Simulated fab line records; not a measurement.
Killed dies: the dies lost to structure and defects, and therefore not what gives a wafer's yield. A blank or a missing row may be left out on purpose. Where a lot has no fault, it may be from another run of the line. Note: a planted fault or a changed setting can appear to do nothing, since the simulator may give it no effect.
Which tool is to blame? || flow nandHarc || 24 lots with 72 wafers sampled at 5 steps, on a route of 1159 steps

WHAT EACH GAUGE READ, for each wafer
NHARC_P_M1_THK_MEAS_24: measures by xrf. Usual: 157.7 nm for thkNm, sd 1.5.
{"lot": "L074", "measured": "day 5 16:41", "on": "filmMetro-01", "thkNm (nm)": "159.3 156.7 162.2", "flag": ""}
{"lot": "L075", "measured": "day 6 14:27", "on": "filmMetro-02", "thkNm (nm)": "158.3 156.7 157.8", "flag": ""}
{"lot": "L076", "measured": "day 6 15:43", "on": "filmMetro-02", "thkNm (nm)": "158.7 157.7 158.8", "flag": ""}
{"lot": "L077", "measured": "day 6 18:25", "on": "filmMetro-02", "thkNm (nm)": "157.9 158.6 159.7", "flag": ""}
{"lot": "L078", "measured": "day 7 00:04", "on": "filmMetro-01", "thkNm (nm)": "156.4 159.4 158.9", "flag": ""}
{"lot": "L079", "measured": "day 7 07:35", "on": "filmMetro-02", "thkNm (nm)": "155.7 156.4 156.6", "flag": ""}
{"lot": "L080", "measured": "day 7 21:20", "on": "filmMetro-01", "thkNm (nm)": "158.1 159.3 161.6", "flag": ""}
{"lot": "L082", "measured": "day 7 22:29", "on": "filmMetro-02", "thkNm (nm)": "155.0 155.9 156.2", "flag": ""}
{"lot": "L081", "measured": "day 7 23:37", "on": "filmMetro-02", "thkNm (nm)": "154.9 157.5 158.0", "flag": ""}
{"lot": "L084", "measured": "day 8 07:29", "on": "filmMetro-02", "thkNm (nm)": "156.5 158.3 157.4", "flag": ""}
{"lot": "L083", "measured": "day 8 08:10", "on": "filmMetro-01", "thkNm (nm)": "157.2 159.9 157.4", "flag": ""}
{"lot": "L086", "measured": "day 9 11:06", "on": "filmMetro-01", "thkNm (nm)": "159.1 160.4 158.2", "flag": ""}
{"lot": "L085", "measured": "day 9 09:35", "on": "filmMetro-01", "thkNm (nm)": "156.6 157.4 153.6", "flag": ""}
{"lot": "L088", "measured": "day 9 10:49", "on": "filmMetro-02", "thkNm (nm)": "156.0 158.1 156.5", "flag": ""}
{"lot": "L087", "measured": "day 10 00:16", "on": "filmMetro-02", "thkNm (nm)": "157.5 159.8 159.0", "flag": ""}
{"lot": "L089", "measured": "day 10 11:01", "on": "filmMetro-01", "thkNm (nm)": "158.6 158.1 156.1", "flag": ""}
{"lot": "L090", "measured": "day 10 07:45", "on": "filmMetro-02", "thkNm (nm)": "159.0 159.0 159.4", "flag": ""}
{"lot": "L091", "measured": "day 10 11:59", "on": "filmMetro-01", "thkNm (nm)": "159.3 159.4 155.8", "flag": ""}
{"lot": "L092", "measured": "day 10 13:38", "on": "filmMetro-01", "thkNm (nm)": "157.4 156.0 158.7", "flag": ""}
{"lot": "L094", "measured": "day 10 23:43", "on": "filmMetro-01", "thkNm (nm)": "156.6 158.3 158.1", "flag": ""}
{"lot": "L093", "measured": "day 11 04:25", "on": "filmMetro-02", "thkNm (nm)": "159.6 157.0 159.4", "flag": ""}
{"lot": "L095", "measured": "day 11 09:23", "on": "filmMetro-01", "thkNm (nm)": "157.2 157.8 156.7", "flag": ""}
{"lot": "L096", "measured": "day 11 11:30", "on": "filmMetro-02", "thkNm (nm)": "159.9 157.2 158.1", "flag": ""}
{"lot": "L097", "measured": "day 12 04:28", "on": "filmMetro-02", "thkNm (nm)": "156.7 158.6 156.7", "flag": ""}

EACH LOT AND THE TOOL THAT RAN IT (in order: tool; ch and the chambers of the sampled wafers; start)
{"lot": "L074", "NHARC_P_GATE_ALD_36": "aldSin-04 ch 0,2,3, day 4 09:56", "NHARC_P_M0_ETCH_15": "rieDiel-05 ch 0,1,3, day 5 16:41 or earlier", "NHARC_P_M1_ETCH_15": "rieDiel-07 ch 0,1, day 5 16:41 or earlier", "NHARC_P_M1_PVD_20": "pvdSputter-02, day 5 16:41 or earlier"}
{"lot": "L075", "NHARC_P_GATE_ALD_36": "aldSin-03 ch 2,3, day 5 02:55", "NHARC_P_M0_ETCH_15": "rieDiel-05 ch 0,2, day 6 14:27 or earlier", "NHARC_P_M1_ETCH_15": "rieDiel-07 ch 0,2, day 6 14:27 or earlier", "NHARC_P_M1_PVD_20": "pvdSputter-01, day 6 14:27 or earlier"}
{"lot": "L076", "NHARC_P_GATE_ALD_36": "aldSin-02 ch 0,2,3, day 5 03:07", "NHARC_P_M0_ETCH_15": "rieDiel-02 ch 0,1,2, day 6 15:43 or earlier", "NHARC_P_M1_ETCH_15": "rieDiel-12 ch 0,1,3, day 6 15:43 or earlier", "NHARC_P_M1_PVD_20": "pvdSputter-01, day 6 15:43 or earlier"}
{"lot": "L077", "NHARC_P_GATE_ALD_36": "aldSin-04 ch 0,3, day 5 11:28", "NHARC_P_M0_ETCH_15": "rieDiel-02 ch 0,2, day 6 18:25 or earlier", "NHARC_P_M1_ETCH_15": "rieDiel-07 ch 0,1,3, day 6 18:25 or earlier", "NHARC_P_M1_PVD_20": "pvdSputter-02, day 6 18:25 or earlier"}
{"lot": "L078", "NHARC_P_GATE_ALD_36": "aldSin-02 ch 0,1,2, day 5 17:47", "NHARC_P_M0_ETCH_15": "rieDiel-02 ch 0,1,2, day 7 00:04 or earlier", "NHARC_P_M1_ETCH_15": "rieDiel-12 ch 0,3, day 7 00:04 or earlier", "NHARC_P_M1_PVD_20": "pvdSputter-01, day 7 00:04 or earlier"}
{"lot": "L079", "NHARC_P_GATE_ALD_36": "aldSin-03 ch 0,2,3, day 6 03:41", "NHARC_P_M0_ETCH_15": "rieDiel-02 ch 0,2,3, day 7 07:35 or earlier", "NHARC_P_M1_ETCH_15": "rieDiel-07 ch 0,1,2, day 7 07:35 or earlier", "NHARC_P_M1_PVD_20": "pvdSputter-01, day 7 07:35 or earlier"}
{"lot": "L080", "NHARC_P_GATE_ALD_36": "aldSin-04 ch 0,1,2, day 6 12:32", "NHARC_P_M0_ETCH_15": "rieDiel-05 ch 0,2,3, day 7 21:20 or earlier", "NHARC_P_M1_ETCH_15": "rieDiel-12 ch 0,2,3, day 7 21:20 or earlier", "NHARC_P_M1_PVD_20": "pvdSputter-03, day 7 21:20 or earlier"}
{"lot": "L082", "NHARC_P_GATE_ALD_36": "aldSin-02 ch 1,2, day 6 13:06", "NHARC_P_M0_ETCH_15": "rieDiel-10 ch 2,3, day 7 22:29 or earlier", "NHARC_P_M1_ETCH_15": "rieDiel-01 ch 0,2,3, day 7 22:29 or earlier", "NHARC_P_M1_PVD_20": "pvdSputter-03, day 7 22:29 or earlier"}
{"lot": "L081", "NHARC_P_GATE_ALD_36": "aldSin-03 ch 0,2,3, day 6 13:56", "NHARC_P_M0_ETCH_15": "rieDiel-10 ch 0,3, day 7 23:37 or earlier", "NHARC_P_M1_ETCH_15": "rieDiel-01 ch 0,2,3, day 7 23:37 or earlier", "NHARC_P_M1_PVD_20": "pvdSputter-03, day 7 23:37 or earlier"}
{"lot": "L084", "NHARC_P_GATE_ALD_36": "aldSin-04 ch 0,3, day 7 01:10", "NHARC_P_M0_ETCH_15": "rieDiel-10 ch 0,3, day 8 07:29 or earlier", "NHARC_P_M1_ETCH_15": "rieDiel-07 ch 1,2,3, day 8 07:29 or earlier", "NHARC_P_M1_PVD_20": "pvdSputter-02, day 8 07:29 or earlier"}
{"lot": "L083", "NHARC_P_GATE_ALD_36": "aldSin-02 ch 0,2,3, day 7 04:04", "NHARC_P_M0_ETCH_15": "rieDiel-02 ch 2,3, day 8 08:10 or earlier", "NHARC_P_M1_ETCH_15": "rieDiel-01 ch 1,2, day 8 08:10 or earlier", "NHARC_P_M1_PVD_20": "pvdSputter-01, day 8 08:10 or earlier"}
{"lot": "L086", "NHARC_P_GATE_ALD_36": "aldSin-02 ch 0,1,3, day 8 03:46", "NHARC_P_M0_ETCH_15": "rieDiel-02 ch 0,3, day 9 11:06 or earlier", "NHARC_P_M1_ETCH_15": "rieDiel-01 ch 0,1, day 9 11:06 or earlier", "NHARC_P_M1_PVD_20": "pvdSputter-03, day 9 11:06 or earlier"}
{"lot": "L085", "NHARC_P_GATE_ALD_36": "aldSin-03 ch 0,1,3, day 8 04:41", "NHARC_P_M0_ETCH_15": "rieDiel-10 ch 0,1,3, day 9 09:35 or earlier", "NHARC_P_M1_ETCH_15": "rieDiel-01 ch 0,1,2, day 9 09:35 or earlier", "NHARC_P_M1_PVD_20": "pvdSputter-01, day 9 09:35 or earlier"}
{"lot": "L088", "NHARC_P_GATE_ALD_36": "aldSin-04 ch 0,1,2, day 8 05:41", "NHARC_P_M0_ETCH_15": "rieDiel-02 ch 0,3, day 9 10:49 or earlier", "NHARC_P_M1_ETCH_15": "rieDiel-12 ch 1,2,3, day 9 10:49 or earlier", "NHARC_P_M1_PVD_20": "pvdSputter-03, day 9 10:49 or earlier"}
{"lot": "L087", "NHARC_P_GATE_ALD_36": "aldSin-03 ch 0,1,3, day 8 13:05", "NHARC_P_M0_ETCH_15": "rieDiel-05 ch 0,1, day 10 00:16 or earlier", "NHARC_P_M1_ETCH_15": "rieDiel-12 ch 0,1, day 10 00:16 or earlier", "NHARC_P_M1_PVD_20": "pvdSputter-03, day 10 00:16 or earlier"}
{"lot": "L089", "NHARC_P_GATE_ALD_36": "aldSin-02 ch 0,2,3, day 8 17:52", "NHARC_P_M0_ETCH_15": "rieDiel-05 ch 0,2,3, day 10 11:01 or earlier", "NHARC_P_M1_ETCH_15": "rieDiel-01 ch 1,2, day 10 11:01 or earlier", "NHARC_P_M1_PVD_20": "pvdSputter-02, day 10 11:01 or earlier"}
{"lot": "L090", "NHARC_P_GATE_ALD_36": "aldSin-04 ch 0,2,3, day 8 17:56", "NHARC_P_M0_ETCH_15": "rieDiel-05 ch 1,3, day 10 07:45 or earlier", "NHARC_P_M1_ETCH_15": "rieDiel-12 ch 0,1,3, day 10 07:45 or earlier", "NHARC_P_M1_PVD_20": "pvdSputter-01, day 10 07:45 or earlier"}
{"lot": "L091", "NHARC_P_GATE_ALD_36": "aldSin-03 ch 0,2,3, day 9 01:54", "NHARC_P_M0_ETCH_15": "rieDiel-10 ch 0,1,2, day 10 11:59 or earlier", "NHARC_P_M1_ETCH_15": "rieDiel-07 ch 1,2,3, day 10 11:59 or earlier", "NHARC_P_M1_PVD_20": "pvdSputter-01, day 10 11:59 or earlier"}
{"lot": "L092", "NHARC_P_GATE_ALD_36": "aldSin-04 ch 0,1, day 9 07:59", "NHARC_P_M0_ETCH_15": "rieDiel-02 ch 0,3, day 10 13:38 or earlier", "NHARC_P_M1_ETCH_15": "rieDiel-12 ch 1,2, day 10 13:38 or earlier", "NHARC_P_M1_PVD_20": "pvdSputter-03, day 10 13:38 or earlier"}
{"lot": "L094", "NHARC_P_GATE_ALD_36": "aldSin-02 ch 1,2, day 9 17:41", "NHARC_P_M0_ETCH_15": "rieDiel-10 ch 0,3, day 10 23:43 or earlier", "NHARC_P_M1_ETCH_15": "rieDiel-07 ch 0,3, day 10 23:43 or earlier", "NHARC_P_M1_PVD_20": "pvdSputter-01, day 10 23:43 or earlier"}
{"lot": "L093", "NHARC_P_GATE_ALD_36": "aldSin-03 ch 0,2,3, day 9 19:04", "NHARC_P_M0_ETCH_15": "rieDiel-02 ch 1,3, day 11 04:25 or earlier", "NHARC_P_M1_ETCH_15": "rieDiel-12 ch 0,1, day 11 04:25 or earlier", "NHARC_P_M1_PVD_20": "pvdSputter-03, day 11 04:25 or earlier"}
{"lot": "L095", "NHARC_P_GATE_ALD_36": "aldSin-04 ch 0,1, day 10 03:59", "NHARC_P_M0_ETCH_15": "rieDiel-05 ch 0,2,3, day 11 09:23 or earlier", "NHARC_P_M1_ETCH_15": "rieDiel-12 ch 2,3, day 11 09:23 or earlier", "NHARC_P_M1_PVD_20": "pvdSputter-03, day 11 09:23 or earlier"}
{"lot": "L096", "NHARC_P_GATE_ALD_36": "aldSin-02 ch 0,2,3, day 10 07:49", "NHARC_P_M0_ETCH_15": "rieDiel-10 ch 0,2,3, day 11 11:30 or earlier", "NHARC_P_M1_ETCH_15": "rieDiel-01 ch 0,1,3, day 11 11:30 or earlier", "NHARC_P_M1_PVD_20": "pvdSputter-02, day 11 11:30 or earlier"}
{"lot": "L097", "NHARC_P_GATE_ALD_36": "aldSin-04 ch 0,1, day 10 23:14", "NHARC_P_M0_ETCH_15": "rieDiel-10 ch 0,1,3, day 12 04:28 or earlier", "NHARC_P_M1_ETCH_15": "rieDiel-07 ch 0,2,3, day 12 04:28 or earlier", "NHARC_P_M1_PVD_20": "pvdSputter-03, day 12 04:28 or earlier"}
- NHARC_P_GATE_ALD_36: deposits SiNx, target thk 20 nm, pulse time 60 s, ald cycles 223.
- NHARC_P_M0_ETCH_15: etches the open film in C4F8/Ar, target depth 150 nm, overetch 15 nm, time 82.5 s.
- NHARC_P_M1_ETCH_15: etches the open film in C4F8/Ar, target depth 182.5 nm, time 91.2 s.
- NHARC_P_M1_PVD_20: deposits TaN, target thk 5 nm, time 8.06 s.

AS READ BY THE TOOLS THEMSELVES (means over the sampled wafers that have a number; for cases with no such wafer, the mark the record gives instead)
NHARC_P_GATE_ALD_36. Usual: heaterPowerW 866 W, standard deviation 100; precursorPulseHeightRel 1.001, standard deviation 0.017.
{"lot": "L074", "tool": "aldSin-04", "heaterPowerW (W)": 884, "precursorPulseHeightRel": 0.999, "flag": ""}
{"lot": "L075", "tool": "aldSin-03", "heaterPowerW (W)": 885, "precursorPulseHeightRel": 1.023, "flag": ""}
{"lot": "L076", "tool": "aldSin-02", "heaterPowerW (W)": 862, "precursorPulseHeightRel": 1.012, "flag": ""}
{"lot": "L077", "tool": "aldSin-04", "heaterPowerW (W)": 859, "precursorPulseHeightRel": 1.005, "flag": ""}
{"lot": "L078", "tool": "aldSin-02", "heaterPowerW (W)": 894, "precursorPulseHeightRel": 1.009, "flag": ""}
{"lot": "L079", "tool": "aldSin-03", "heaterPowerW (W)": 909, "precursorPulseHeightRel": 1.010, "flag": ""}
{"lot": "L080", "tool": "aldSin-04", "heaterPowerW (W)": 828, "precursorPulseHeightRel": 1.006, "flag": ""}
{"lot": "L082", "tool": "aldSin-02", "heaterPowerW (W)": 805, "precursorPulseHeightRel": 1.016, "flag": ""}
{"lot": "L081", "tool": "aldSin-03", "heaterPowerW (W)": 910, "precursorPulseHeightRel": 0.992, "flag": ""}
{"lot": "L084", "tool": "aldSin-04", "heaterPowerW (W)": 870, "precursorPulseHeightRel": 0.998, "flag": ""}
{"lot": "L083", "tool": "aldSin-02", "heaterPowerW (W)": 869, "precursorPulseHeightRel": 1.007, "flag": ""}
{"lot": "L086", "tool": "aldSin-02", "heaterPowerW (W)": 861, "precursorPulseHeightRel": 0.980, "flag": ""}
{"lot": "L085", "tool": "aldSin-03", "heaterPowerW (W)": 904, "precursorPulseHeightRel": 0.994, "flag": ""}
{"lot": "L088", "tool": "aldSin-04", "heaterPowerW (W)": 831, "precursorPulseHeightRel": 0.988, "flag": ""}
{"lot": "L087", "tool": "aldSin-03", "heaterPowerW (W)": 927, "precursorPulseHeightRel": 1.000, "flag": ""}
{"lot": "L089", "tool": "aldSin-02", "heaterPowerW (W)": 862, "precursorPulseHeightRel": 0.981, "flag": ""}
{"lot": "L090", "tool": "aldSin-04", "heaterPowerW (W)": 892, "precursorPulseHeightRel": 0.992, "flag": ""}
{"lot": "L091", "tool": "aldSin-03", "heaterPowerW (W)": 929, "precursorPulseHeightRel": 1.000, "flag": ""}
{"lot": "L092", "tool": "aldSin-04", "heaterPowerW (W)": 787, "precursorPulseHeightRel": 0.990, "flag": ""}
{"lot": "L094", "tool": "aldSin-02", "heaterPowerW (W)": 815, "precursorPulseHeightRel": 1.001, "flag": ""}
{"lot": "L093", "tool": "aldSin-03", "heaterPowerW (W)": 917, "precursorPulseHeightRel": 1.004, "flag": ""}
{"lot": "L095", "tool": "aldSin-04", "heaterPowerW (W)": 779, "precursorPulseHeightRel": 1.010, "flag": ""}
{"lot": "L096", "tool": "aldSin-02", "heaterPowerW (W)": 873, "precursorPulseHeightRel": 1.011, "flag": ""}
{"lot": "L097", "tool": "aldSin-04", "heaterPowerW (W)": 796, "precursorPulseHeightRel": 0.996, "flag": ""}

NHARC_P_M0_ETCH_15. Usual: chamberPressureMTorr 24.999 mTorr, standard deviation 0.023; oesProductAu 0.957 a.u., standard deviation 0.023; rfFwdPowerW 594.7 W, standard deviation 2.7; rfVppV 441.1 V, standard deviation 2.4.
{"lot": "L074", "tool": "rieDiel-05", "chamberPressureMTorr (mTorr)": 25.013, "oesProductAu (a.u.)": 0.973, "rfFwdPowerW (W)": 597.6, "rfVppV (V)": 441.5, "flag": ""}
{"lot": "L075", "tool": "rieDiel-05", "chamberPressureMTorr (mTorr)": 24.998, "oesProductAu (a.u.)": 0.965, "rfFwdPowerW (W)": 596.5, "rfVppV (V)": 439.8, "flag": ""}
{"lot": "L076", "tool": "rieDiel-02", "chamberPressureMTorr (mTorr)": 25.012, "oesProductAu (a.u.)": 0.929, "rfFwdPowerW (W)": 593.1, "rfVppV (V)": 443.4, "flag": ""}
{"lot": "L077", "tool": "rieDiel-02", "chamberPressureMTorr (mTorr)": 25.001, "oesProductAu (a.u.)": 0.944, "rfFwdPowerW (W)": 594.7, "rfVppV (V)": 442.8, "flag": ""}
{"lot": "L078", "tool": "rieDiel-02", "chamberPressureMTorr (mTorr)": 24.984, "oesProductAu (a.u.)": 0.923, "rfFwdPowerW (W)": 594.6, "rfVppV (V)": 443.3, "flag": ""}
{"lot": "L079", "tool": "rieDiel-02", "chamberPressureMTorr (mTorr)": 25.000, "oesProductAu (a.u.)": 0.921, "rfFwdPowerW (W)": 594.7, "rfVppV (V)": 441.8, "flag": ""}
{"lot": "L080", "tool": "rieDiel-05", "chamberPressureMTorr (mTorr)": 25.001, "oesProductAu (a.u.)": 0.962, "rfFwdPowerW (W)": 594.3, "rfVppV (V)": 439.6, "flag": ""}
{"lot": "L082", "tool": "rieDiel-10", "chamberPressureMTorr (mTorr)": 25.010, "oesProductAu (a.u.)": 0.921, "rfFwdPowerW (W)": 594.6, "rfVppV (V)": 439.4, "flag": ""}
{"lot": "L081", "tool": "rieDiel-10", "chamberPressureMTorr (mTorr)": 24.996, "oesProductAu (a.u.)": 0.925, "rfFwdPowerW (W)": 594.7, "rfVppV (V)": 441.3, "flag": ""}
{"lot": "L084", "tool": "rieDiel-10", "chamberPressureMTorr (mTorr)": 24.991, "oesProductAu (a.u.)": 0.919, "rfFwdPowerW (W)": 593.8, "rfVppV (V)": 441.7, "flag": ""}
{"lot": "L083", "tool": "rieDiel-02", "chamberPressureMTorr (mTorr)": 25.010, "oesProductAu (a.u.)": 0.956, "rfFwdPowerW (W)": 592.9, "rfVppV (V)": 444.5, "flag": ""}
{"lot": "L086", "tool": "rieDiel-02", "chamberPressureMTorr (mTorr)": 25.018, "oesProductAu (a.u.)": 0.985, "rfFwdPowerW (W)": 596.2, "rfVppV (V)": 438.9, "flag": ""}
{"lot": "L085", "tool": "rieDiel-10", "chamberPressureMTorr (mTorr)": 25.019, "oesProductAu (a.u.)": 0.958, "rfFwdPowerW (W)": 590.8, "rfVppV (V)": 441.1, "flag": ""}
{"lot": "L088", "tool": "rieDiel-02", "chamberPressureMTorr (mTorr)": 25.015, "oesProductAu (a.u.)": 0.963, "rfFwdPowerW (W)": 597.3, "rfVppV (V)": 438.9, "flag": ""}
{"lot": "L087", "tool": "rieDiel-05", "chamberPressureMTorr (mTorr)": 25.015, "oesProductAu (a.u.)": 0.973, "rfFwdPowerW (W)": 594.9, "rfVppV (V)": 440.6, "flag": ""}
{"lot": "L089", "tool": "rieDiel-05", "chamberPressureMTorr (mTorr)": 24.994, "oesProductAu (a.u.)": 0.978, "rfFwdPowerW (W)": 595.1, "rfVppV (V)": 439.6, "flag": ""}
{"lot": "L090", "tool": "rieDiel-05", "chamberPressureMTorr (mTorr)": 24.987, "oesProductAu (a.u.)": 0.977, "rfFwdPowerW (W)": 594.7, "rfVppV (V)": 441.2, "flag": ""}
{"lot": "L091", "tool": "rieDiel-10", "chamberPressureMTorr (mTorr)": 24.995, "oesProductAu (a.u.)": 0.963, "rfFwdPowerW (W)": 592.9, "rfVppV (V)": 441.5, "flag": ""}
{"lot": "L092", "tool": "rieDiel-02", "chamberPressureMTorr (mTorr)": 24.996, "oesProductAu (a.u.)": 0.959, "rfFwdPowerW (W)": 595.6, "rfVppV (V)": 439.2, "flag": ""}
{"lot": "L094", "tool": "rieDiel-10", "chamberPressureMTorr (mTorr)": 24.990, "oesProductAu (a.u.)": 0.971, "rfFwdPowerW (W)": 593.9, "rfVppV (V)": 440.2, "flag": ""}
{"lot": "L093", "tool": "rieDiel-02", "chamberPressureMTorr (mTorr)": 25.010, "oesProductAu (a.u.)": 0.961, "rfFwdPowerW (W)": 596.2, "rfVppV (V)": 442.8, "flag": ""}
{"lot": "L095", "tool": "rieDiel-05", "chamberPressureMTorr (mTorr)": 25.015, "oesProductAu (a.u.)": 0.974, "rfFwdPowerW (W)": 596.1, "rfVppV (V)": 439.1, "flag": ""}
{"lot": "L096", "tool": "rieDiel-10", "chamberPressureMTorr (mTorr)": 25.005, "oesProductAu (a.u.)": 0.971, "rfFwdPowerW (W)": 593.8, "rfVppV (V)": 439.6, "flag": ""}
{"lot": "L097", "tool": "rieDiel-10", "chamberPressureMTorr (mTorr)": 25.001, "oesProductAu (a.u.)": 0.966, "rfFwdPowerW (W)": 594.2, "rfVppV (V)": 440.4, "flag": ""}

NHARC_P_M1_ETCH_15. Usual: chamberPressureMTorr 25.003 mTorr, standard deviation 0.025; oesProductAu 0.960 a.u., standard deviation 0.021; rfFwdPowerW 596.3 W, standard deviation 1.8; rfVppV 441.9 V, standard deviation 2.8.
{"lot": "L074", "tool": "rieDiel-07", "chamberPressureMTorr (mTorr)": 24.997, "oesProductAu (a.u.)": 0.927, "rfFwdPowerW (W)": 597.0, "rfVppV (V)": 444.5, "flag": ""}
{"lot": "L075", "tool": "rieDiel-07", "chamberPressureMTorr (mTorr)": 25.017, "oesProductAu (a.u.)": 0.984, "rfFwdPowerW (W)": 596.4, "rfVppV (V)": 444.5, "flag": ""}
{"lot": "L076", "tool": "rieDiel-12", "chamberPressureMTorr (mTorr)": 25.000, "oesProductAu (a.u.)": 0.917, "rfFwdPowerW (W)": 594.7, "rfVppV (V)": 439.2, "flag": ""}
{"lot": "L077", "tool": "rieDiel-07", "chamberPressureMTorr (mTorr)": 25.028, "oesProductAu (a.u.)": 0.929, "rfFwdPowerW (W)": 595.0, "rfVppV (V)": 444.4, "flag": ""}
{"lot": "L078", "tool": "rieDiel-12", "chamberPressureMTorr (mTorr)": 25.001, "oesProductAu (a.u.)": 0.925, "rfFwdPowerW (W)": 596.7, "rfVppV (V)": 440.1, "flag": ""}
{"lot": "L079", "tool": "rieDiel-07", "chamberPressureMTorr (mTorr)": 24.984, "oesProductAu (a.u.)": 0.971, "rfFwdPowerW (W)": 597.8, "rfVppV (V)": 443.6, "flag": ""}
{"lot": "L080", "tool": "rieDiel-12", "chamberPressureMTorr (mTorr)": 25.009, "oesProductAu (a.u.)": 0.967, "rfFwdPowerW (W)": 597.2, "rfVppV (V)": 442.0, "flag": ""}
{"lot": "L082", "tool": "rieDiel-01", "chamberPressureMTorr (mTorr)": 25.012, "oesProductAu (a.u.)": 0.964, "rfFwdPowerW (W)": 596.8, "rfVppV (V)": 442.5, "flag": ""}
{"lot": "L081", "tool": "rieDiel-01", "chamberPressureMTorr (mTorr)": 24.993, "oesProductAu (a.u.)": 0.972, "rfFwdPowerW (W)": 598.1, "rfVppV (V)": 441.8, "flag": ""}
{"lot": "L084", "tool": "rieDiel-07", "chamberPressureMTorr (mTorr)": 24.987, "oesProductAu (a.u.)": 0.974, "rfFwdPowerW (W)": 596.5, "rfVppV (V)": 443.8, "flag": ""}
{"lot": "L083", "tool": "rieDiel-01", "chamberPressureMTorr (mTorr)": 24.987, "oesProductAu (a.u.)": 0.939, "rfFwdPowerW (W)": 597.0, "rfVppV (V)": 439.2, "flag": ""}
{"lot": "L086", "tool": "rieDiel-01", "chamberPressureMTorr (mTorr)": 25.001, "oesProductAu (a.u.)": 0.977, "rfFwdPowerW (W)": 595.6, "rfVppV (V)": 439.3, "flag": ""}
{"lot": "L085", "tool": "rieDiel-01", "chamberPressureMTorr (mTorr)": 25.028, "oesProductAu (a.u.)": 0.963, "rfFwdPowerW (W)": 596.6, "rfVppV (V)": 440.6, "flag": ""}
{"lot": "L088", "tool": "rieDiel-12", "chamberPressureMTorr (mTorr)": 25.001, "oesProductAu (a.u.)": 0.979, "rfFwdPowerW (W)": 597.2, "rfVppV (V)": 440.1, "flag": ""}
{"lot": "L087", "tool": "rieDiel-12", "chamberPressureMTorr (mTorr)": 24.998, "oesProductAu (a.u.)": 0.980, "rfFwdPowerW (W)": 595.3, "rfVppV (V)": 440.2, "flag": ""}
{"lot": "L089", "tool": "rieDiel-01", "chamberPressureMTorr (mTorr)": 25.016, "oesProductAu (a.u.)": 0.961, "rfFwdPowerW (W)": 596.7, "rfVppV (V)": 439.9, "flag": ""}
{"lot": "L090", "tool": "rieDiel-12", "chamberPressureMTorr (mTorr)": 25.033, "oesProductAu (a.u.)": 0.985, "rfFwdPowerW (W)": 598.1, "rfVppV (V)": 440.5, "flag": ""}
{"lot": "L091", "tool": "rieDiel-07", "chamberPressureMTorr (mTorr)": 24.998, "oesProductAu (a.u.)": 0.971, "rfFwdPowerW (W)": 596.2, "rfVppV (V)": 444.2, "flag": ""}
{"lot": "L092", "tool": "rieDiel-12", "chamberPressureMTorr (mTorr)": 24.987, "oesProductAu (a.u.)": 0.980, "rfFwdPowerW (W)": 595.3, "rfVppV (V)": 441.6, "flag": ""}
{"lot": "L094", "tool": "rieDiel-07", "chamberPressureMTorr (mTorr)": 24.994, "oesProductAu (a.u.)": 0.975, "rfFwdPowerW (W)": 595.1, "rfVppV (V)": 445.4, "flag": ""}
{"lot": "L093", "tool": "rieDiel-12", "chamberPressureMTorr (mTorr)": 24.990, "oesProductAu (a.u.)": 0.963, "rfFwdPowerW (W)": 596.7, "rfVppV (V)": 439.6, "flag": ""}
{"lot": "L095", "tool": "rieDiel-12", "chamberPressureMTorr (mTorr)": 25.015, "oesProductAu (a.u.)": 0.969, "rfFwdPowerW (W)": 596.8, "rfVppV (V)": 443.1, "flag": ""}
{"lot": "L096", "tool": "rieDiel-01", "chamberPressureMTorr (mTorr)": 25.012, "oesProductAu (a.u.)": 0.937, "rfFwdPowerW (W)": 597.2, "rfVppV (V)": 441.2, "flag": ""}
{"lot": "L097", "tool": "rieDiel-07", "chamberPressureMTorr (mTorr)": 25.018, "oesProductAu (a.u.)": 0.967, "rfFwdPowerW (W)": 595.7, "rfVppV (V)": 444.6, "flag": ""}

NHARC_P_M1_PVD_20. Usual: 29.8 % for throttleValvePct, sd 0.99.
{"lot": "L074", "tool": "pvdSputter-02", "throttleValvePct (%)": 30.2, "flag": ""}
{"lot": "L075", "tool": "pvdSputter-01", "throttleValvePct (%)": 28.7, "flag": ""}
{"lot": "L076", "tool": "pvdSputter-01", "throttleValvePct (%)": 30.3, "flag": ""}
{"lot": "L077", "tool": "pvdSputter-02", "throttleValvePct (%)": 30.4, "flag": ""}
{"lot": "L078", "tool": "pvdSputter-01", "throttleValvePct (%)": 29.1, "flag": ""}
{"lot": "L079", "tool": "pvdSputter-01", "throttleValvePct (%)": 30.3, "flag": ""}
{"lot": "L080", "tool": "pvdSputter-03", "throttleValvePct (%)": 30.1, "flag": ""}
{"lot": "L082", "tool": "pvdSputter-03", "throttleValvePct (%)": 29.6, "flag": ""}
{"lot": "L081", "tool": "pvdSputter-03", "throttleValvePct (%)": 29.4, "flag": ""}
{"lot": "L084", "tool": "pvdSputter-02", "throttleValvePct (%)": 29.9, "flag": ""}
{"lot": "L083", "tool": "pvdSputter-01", "throttleValvePct (%)": 29.9, "flag": ""}
{"lot": "L086", "tool": "pvdSputter-03", "throttleValvePct (%)": 30.3, "flag": ""}
{"lot": "L085", "tool": "pvdSputter-01", "throttleValvePct (%)": 30.4, "flag": ""}
{"lot": "L088", "tool": "pvdSputter-03", "throttleValvePct (%)": 29.0, "flag": ""}
{"lot": "L087", "tool": "pvdSputter-03", "throttleValvePct (%)": 29.6, "flag": ""}
{"lot": "L089", "tool": "pvdSputter-02", "throttleValvePct (%)": 29.7, "flag": ""}
{"lot": "L090", "tool": "pvdSputter-01", "throttleValvePct (%)": 27.9, "flag": ""}
{"lot": "L091", "tool": "pvdSputter-01", "throttleValvePct (%)": 29.8, "flag": ""}
{"lot": "L092", "tool": "pvdSputter-03", "throttleValvePct (%)": 29.0, "flag": ""}
{"lot": "L094", "tool": "pvdSputter-01", "throttleValvePct (%)": 29.0, "flag": ""}
{"lot": "L093", "tool": "pvdSputter-03", "throttleValvePct (%)": 29.7, "flag": ""}
{"lot": "L095", "tool": "pvdSputter-03", "throttleValvePct (%)": 29.1, "flag": ""}
{"lot": "L096", "tool": "pvdSputter-02", "throttleValvePct (%)": 29.7, "flag": ""}
{"lot": "L097", "tool": "pvdSputter-03", "throttleValvePct (%)": 30.9, "flag": ""}

THE ANSWER, worked out from the rows above alone
Rule: take the mean of a lot's wafers that have a number; if it is more than 3 standard deviations from the usual mean, the lot is off. Also off: a lot with no number at a reading for which 4 or more lots have one. The other lots that the step has rows for count as sound. After the gauges, taken in route order, come the tools' own readings; for these a lot's mean is taken, as printed above. The first step at which some lot is off is used, and at that step the reading that is off furthest; a lot without a number counts as furthest.
No lot is off on any of the readings shown, so nothing can be concluded from this.

WHAT WAS PUT IN BY THE SIMULATOR
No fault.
